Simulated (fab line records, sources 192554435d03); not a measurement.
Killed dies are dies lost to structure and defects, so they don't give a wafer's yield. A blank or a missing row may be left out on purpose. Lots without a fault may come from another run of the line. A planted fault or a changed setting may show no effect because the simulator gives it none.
fab line records | flow n5_finfet
record lots=5 wafers=15 last_day=18
route steps=1938 shown BEOL_M4@1038 PASSIVATION@1936
lots that met no fault: from a run of the same line without faults
start_h: hours from the record's first day to the start of the lot's first wafer shown | wait_h: hours since the lot's step before | " the same as in the row above | L1.1+2: a row that stands for several wafers | - no value, or no start given | * or withheld: withheld | < > ~ a bound
route shown NAME@n: a module of which the file shows steps, and the number in the route of the first | usual: mean/standard deviation of fault-free wafers | same: alike in all rows | chamber/n: place in a boat | sites: the reading at each site | _std_site: their standard deviation | _edge_site: outer sites' mean less inner sites' | radius_mm: how far each site lies from the wafer's centre | mask NAME#n: copy n | behind: the tool/chamber that last shaped the wafer | hold: why the lot was held/for how many hours/how that ended | device: the transistor (n, p or np) that didn't switch | end of line: the same wafers' tests at the end of the route | a step without rows: its recipe alone | killed: dies lost to structure and defects at the first sort, not the wafer's yield | map: a wafer's dies, x killed, . not, _ none there
set.NAME: the setting as run; set.NAME@STEP: as run at that earlier step | model.NAME: the simulator's own value behind a step, which no gauge read
lots at some steps of the route; a table a step, a row a wafer
services: from which hour (start_h, from the record's first day; less than 0 if before it) a tool's chamber was out of use, for how many hours, and why
## steps
# step N5_BEOL_M4_ETCH_74
# recipe chemistry=N2/H2 target=underlayer target_depth_a=65 mask_material=CAR-EUV time_s=5.2 ion_energy_ev=200 pressure_mtorr=30 source_w=840 bias_w=150 n2_flow_sccm=200 h2_flow_sccm=200 ends=cleared
# step N5_BEOL_M4_ETCH_63
# recipe chemistry=CF4 target=SiARC target_depth_a=156 mask_material=CAR-EUV time_s=26 ion_energy_ev=80 pressure_mtorr=40 source_w=545 bias_w=36 Ar_flow_sccm=100 cf4_flow_sccm=100 ends=cleared
# step N5_BEOL_M4_ETCH_64
# recipe chemistry=N2/H2 target=SOC target_depth_a=750 overetch_a=225 mask_material=SiARC temp_c=40 time_s=121.9 ion_energy_ev=200 pressure_mtorr=30 source_w=840 bias_w=150 n2_flow_sccm=200 h2_flow_sccm=200
# step N5_BEOL_M4_STRIP_65
# recipe chemistry=N2/H2 temp_c=40 n2_flow_sccm=200 h2_flow_sccm=200 rf_frequency_hz=6e+07
# step N5_BEOL_M4_STRIP_75
# recipe chemistry=N2/H2 temp_c=40 n2_flow_sccm=200 h2_flow_sccm=200 rf_frequency_hz=6e+07
# step N5_BEOL_M4_STRIP_66
# recipe chemistry=CF4 resist=SiARC power_w=300 bias_power_w=75 pressure_mtorr=50 cf4_flow_sccm=150 rf_frequency_hz=6e+07
# step N5_BEOL_M4_HM_OPEN_17
# recipe chemistry=Cl2/BCl3 target_depth_a=200 overetch_a=60 target=TiN mask_material=SOC ion_energy_ev=150 pressure_mtorr=10 icp_w=1000 bias_w=126 Cl2_flow_sccm=53.25 bcl3_flow_sccm=21.75 Ar_flow_sccm=25
# step N5_BEOL_M4_STRIP_19
# recipe chemistry=O2 power_w=400 temp_c=40 pressure_mtorr=30 rf_frequency_hz=6e+07 bias_power_w=0 overash_fraction=0.2 o2_flow_sccm=225
# step N5_BEOL_M4_COAT_67
# recipe resist=SOC temp_c=250 time_s=60 spin_rpm=1500 resist_thk_nm=60
# step N5_BEOL_M4_COAT_68
# recipe resist=SiARC temp_c=220 time_s=60 spin_rpm=1500 resist_thk_nm=12
# step N5_BEOL_M4_COAT_76
# recipe resist=underlayer temp_c=205 time_s=60 spin_rpm=1500 resist_thk_nm=5
# step N5_BEOL_M4_COAT_22
# recipe resist=CAR-EUV spin_rpm=1500 resist_thk_nm=30
# usual spin_speed_rpm=1500.0/0.9
# columns lot.wafer tool chamber start_h wait_h spin_speed_rpm model.CAR-EUV_of_BEOL_M4_COAT_22.thk_nm
L916.2 litho_track-04 0 185.50 - 1500.0 30.2
L916.3 " 0 " " 1499.8 30.2
L916.5 " 0 " " 1500.9 30
L926.2 litho_track-04 0 241.26 - 1605.2 29
L926.5 " 0 " " 1605.6 29.2
L926.6 " 0 " " 1605.8 29
L927.1 litho_track-04 0 252.10 - 1606.6 29
L927.3 " 0 " " 1605.7 29
L927.6 " 0 " " 1604.8 29
L928.4 litho_track-04 0 265.13 - 1606.7 29.2
L928.5 " 0 " " 1608.1 29
L928.6 " 0 " " 1607.1 29.2
L936.1 litho_track-03 0 314.86 - 1500.8 30
L936.3 " 0 " " 1500.8 30
L936.4 " 0 " " 1499.9 30
# step N5_BEOL_M4_EBR_24
# recipe solvent=PGMEA ebr_width_mm=1.5
# step N5_BEOL_M4_SOFTBAKE_23
# recipe temp_c=110 time_s=60 resist=CAR-EUV
# step N5_BEOL_M4_EXPOSE_25
# recipe mask_id=V3 na=0.33 source_shape=quasar sigma_inner=0.2 sigma_outer=0.8 polarization=unpolarized defocus_nm=5 dose_mj=63
# step N5_BEOL_M4_PEB_26
# recipe peb_temp_c=100 peb_time_s=60 resist=CAR-EUV
# step N5_BEOL_M4_DEVELOP_27
# recipe develop_time_s=30 developer=TMAH resist=CAR-EUV rinse_liquid=surfactant_rinse dry=air_spin dev_temp_c=23
# step N5_BEOL_M4_DESCUM_33
# recipe chemistry=O2 time_s=7 source_power_w=50 bias_power_w=20 pressure_mtorr=20 rf_frequency_hz=2.712e+07 temp_c=40 resist=CAR-EUV o2_flow_sccm=225
# step N5_BEOL_M4_ETCH_77
# recipe chemistry=N2/H2 target=underlayer target_depth_a=65 mask_material=CAR-EUV time_s=5.2 ion_energy_ev=200 pressure_mtorr=30 source_w=840 bias_w=150 n2_flow_sccm=200 h2_flow_sccm=200 ends=cleared
# step N5_BEOL_M4_ETCH_69
# recipe chemistry=CF4 target=SiARC target_depth_a=156 mask_material=CAR-EUV time_s=26 ion_energy_ev=80 pressure_mtorr=40 source_w=545 bias_w=36 Ar_flow_sccm=100 cf4_flow_sccm=100 ends=cleared
# step N5_BEOL_M4_ALD_98
# recipe material=SiO2 target_thk_a=25 temp_c=100 ald_precursor_family=BDEAS ald_co_reactant=O2-plasma pulse_time_s=1 co_reactant_pulse_time_s=1 purge_time_s=2 co_reactant_purge_time_s=2 ald_cycles=17 pressure_torr=2
# step N5_BEOL_M4_ETCHBACK_99
# recipe chemistry=CHF3 target=SiO2 target_depth_a=50 time_s=10.4 source_w=215 bias_w=47 Ar_flow_sccm=200 CHF3_flow_sccm=12 ion_energy_ev=100 pressure_mtorr=30
# usual drypump_motor_current_A=5.5/0.59 mfc_ar_sccm=200.0/0.54 oes_product_au=0.82/0.072 rf_vpp_V=240/5 showerhead_plenum_p_Torr=2.18/0.075 throttle_valve_pct=17.10/0.26
# columns lot.wafer tool chamber start_h wait_h drypump_motor_current_A mfc_ar_sccm oes_product_au rf_hours_counter_h rf_vpp_V showerhead_plenum_p_Torr throttle_valve_pct model.CAR-EUV_of_BEOL_M4_COAT_22.thk_nm
L916.2 rie_diel-05 2 197.18 10.4 6.6 200.8 0.84 60 242 2.18 16.83 10.4
L916.3 " 3 " " 5.7 199.9 0.83 64 238 2.08 16.74 10.4
L916.5 " 0 " " 5.1 200.6 0.87 - 239 2.19 16.84 10.4
L926.2 rie_diel-03 0 245.91 3.7 5.7 200.9 0.90 28 234 2.29 16.98 9.6
L926.5 " 0 " " 5.7 199.8 0.90 - 234 2.29 16.98 9.6
L926.6 " 1 " " 4.7 199.7 0.82 - 247 2.10 17.29 9.4
L927.1 rie_diel-04 0 255.88 3.1 6.2 200.8 0.70 217 235 2.15 17.55 9.4
L927.3 " 2 " " 4.9 200.0 0.95 13 238 2.31 16.87 9.4
L927.6 " 0 " " 6.2 200.3 0.70 - 234 2.15 17.53 9.4
L928.4 rie_diel-05 3 272.47 6.2 5.7 200.3 0.81 88 239 2.07 16.79 9.4
L928.5 " 2 " " 6.6 200.2 0.82 - 241 2.17 16.85 9.4
L928.6 " 3 " " 5.7 199.8 0.80 - 237 2.07 16.80 9.6
L936.1 rie_diel-05 3 322.30 6.4 5.7 200.7 0.79 106 237 2.06 16.83 10.4
L936.3 " 0 " " 5.1 200.1 0.81 93 241 2.17 16.90 10.4
L936.4 " 1 " " 5.5 200.6 0.69 235 237 2.22 17.48 10.4
# step N5_BEOL_M4_ETCH_70
# recipe chemistry=N2/H2 target=SOC target_depth_a=800 overetch_a=240 mask_material=SiARC temp_c=40 time_s=130 ion_energy_ev=200 pressure_mtorr=30 source_w=840 bias_w=150 n2_flow_sccm=200 h2_flow_sccm=200
# step N5_BEOL_M4_RC_MEAS_101
# usual DIBL_N=36.4/1.9 DIBL_P=35.8/2.1 IOFF_N=0.158/0.029 IOFF_P=0.21/0.035 ION_N=676/14 ION_P=465/9.7 SS_N=71.5/0.66 SS_P=73.4/0.7 VT_N=249.8/3 VT_P=-250/3.3
# columns lot.wafer tool chamber start_h wait_h DIBL_N[mV/V] DIBL_P[mV/V] IOFF_N[nA/um] IOFF_P[nA/um] ION_N[uA/um] ION_P[uA/um] SS_N[mV/dec] SS_P[mV/dec] VT_N[mV] VT_P[mV]
L916.2 prober-01 0 202.49 0.2 34.0 33.6 0.122 0.17 668 463 71.0 72.9 252.3 -255
L916.3 " 0 " " 38.1 38.1 0.196 0.23 694 476 72.3 74.1 247.4 -248
L916.5 " 0 " " 33.9 33.5 0.116 0.16 650 448 70.2 72.4 253.3 -254
L926.2 prober-01 0 251.27 0.2 36.9 36.1 0.153 0.21 670 455 71.8 73.5 250.3 -251
L926.5 " 0 " " 35.4 34.5 0.148 0.19 700 476 71.7 73.7 249.9 -251
L926.6 " 0 " " 36.3 34.8 0.153 0.19 694 464 71.8 72.6 251.3 -253
L927.1 prober-01 0 261.42 0.0 37.8 35.2 0.151 0.22 683 471 71.0 72.9 250.4 -248
L927.3 " 0 " " 40.6 38.5 0.198 0.29 683 471 72.2 74.6 246.2 -243
L927.6 " 0 " " 38.2 35.6 0.163 0.23 692 475 70.8 73.0 246.3 -249
L928.4 prober-02 0 277.38 0.5 35.3 34.5 0.131 0.16 649 447 70.8 72.5 250.8 -253
L928.5 " 0 " " 34.2 33.2 0.114 0.14 667 451 70.3 72.1 252.9 -254
L928.6 " 0 " " 39.3 40.4 0.196 0.23 667 460 72.1 74.7 249.1 -250
L936.1 prober-02 0 329.26 0.0 38.4 36.5 0.185 0.22 663 457 72.6 73.5 248.0 -249
L936.3 " 0 " " 36.7 36.1 0.158 0.21 674 466 71.4 73.3 248.1 -252
L936.4 " 0 " " 38.4 37.7 0.202 0.23 685 466 72.2 73.8 244.7 -248
# step N5_PASSIVATION_PROBE_49
# usual defect_limited_yield=91.3/1.3 killed_at_M0_to_M3=34/9.1 killed_at_M4_up=14/5.6 killed_at_contacts=13/5.9 killed_at_front_end=39/11 killed_at_other=3.6/3 killed_dies=102/16 killed_open=68/12 killed_short=33/7.3 sort_bin_5_function=5.2/0.89 sort_bin_6_memory=3.2/0.68 sort_n_pass=1078/16 sort_yield_pct=91.3/1.3
# same gross_dies=1180 killed_at_back_side=0 sort_bin_4_leakage[%]=0 sort_bin_8_speed[%]=0
# columns lot.wafer tool chamber start_h wait_h defect_limited_yield[%] killed_at_M0_to_M3 killed_at_M4_up killed_at_contacts killed_at_front_end killed_at_other killed_dies killed_open killed_short sort_bin_5_function[%] sort_bin_6_memory[%] sort_n_pass sort_yield_pct[%]
L916.2 prober-02 - 309.29 0.1 92.3 30 11 16 28 6 91 54 36 4.3 3.2 1089 92.3
L916.3 prober-02 - 309.34 0.1 92.8 29 11 6 33 6 85 46 34 3.7 2.9 1095 92.8
L916.5 prober-02 - 309.44 0.2 90.8 44 10 21 22 12 109 71 38 5.3 3.7 1071 90.8
# killed by level:class
L916.2 MOL_CONTACT_COAG:geometric_particle:open=9 FIN_SAQP:geometric_particle:open=8 BEOL_M2:geometric_particle:open=8 FIN_SAQP:geometric_particle:short=7 MOL_CONTACT_COAG:geometric_particle:short=7 GATE_CUT:geometric_particle:short=5 BEOL_M3:geometric_particle:open=5 BEOL_M0_SAQP:geometric_particle:short=4
L916.3 BEOL_M0_SAQP:geometric_particle:short=10 STARTING-WAFER:geometric_particle:open=8 FIN_SAQP:geometric_particle:short=7 BEOL_M0_SAQP:geometric_particle:open=7 BEOL_M2:geometric_particle:open=6 MOL_CONTACT_COAG:geometric_particle:open=4 BEOL_M4:geometric_particle:open=4 FIN_SAQP:geometric_particle:open=3
L916.5 MOL_CONTACT_COAG:geometric_particle:open=15 BEOL_M0_SAQP:geometric_particle:open=12 BEOL_M0_SAQP:geometric_particle:short=9 BEOL_M1:geometric_particle:open=8 GATE_CUT:geometric_particle:short=6 MOL_CONTACT_COAG:geometric_particle:short=6 BEOL_M2:geometric_particle:open=6 FIN_SAQP:geometric_particle:open=5
## services
# columns tool chamber start_h hours kind
rie_diel-04 2 196.02 - clean
rie_diel-04 2 196.02 - consumable_replace:focus_ring
rie_diel-04 2 196.02 - consumable_replace:showerhead
rie_diel-04 2 196.02 23.0 scheduled_down
rie_diel-04 2 196.02 23.0 vent_cycle
litho_track-04 - 212.01 - consumable_replace:filter
litho_track-04 - 220.49 - consumable_replace:filter
rie_diel-04 2 224.75 4.2 repair
rie_diel-04 1 232.41 6.1 repair
rie_diel-04 0 267.86 1.3 repair
rie_diel-03 - 317.11 0.4 repair
## key
first_sign step=N5_BEOL_M4_COAT_22 reading=spin_speed_rpm direction=up sigmas=99+ usual=* struck=*
effect none on later readings
model_effect step=N5_BEOL_M4_COAT_22 value=CAR-EUV_of_BEOL_M4_COAT_22.thk_nm without=30.09 struck=29.07
model_effect step=N5_BEOL_M4_ETCHBACK_99 value=CAR-EUV_of_BEOL_M4_COAT_22.thk_nm without=10.47 struck=9.467
met_at N5_BEOL_M4_COAT_22
struck_wafers L926.2,L926.5,L926.6,L927.1,L927.3,L927.6,L928.4,L928.5,L928.6
baseline_loss step=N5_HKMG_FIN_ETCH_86 wafers=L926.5
onset_between 185.50 241.26
fault kind=process_parameter_drift tool=litho_track-04 chamber=- onset_h=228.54 steps=N5_BEOL_M4_COAT_22 channel=spin_rpm offset=* shape=step end_h=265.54 acts_in=* stated=*
# baseline_loss: these wafers lose ten dies or more at that step, a loss of the line's own and not of a fault; the sort's usual values leave them out
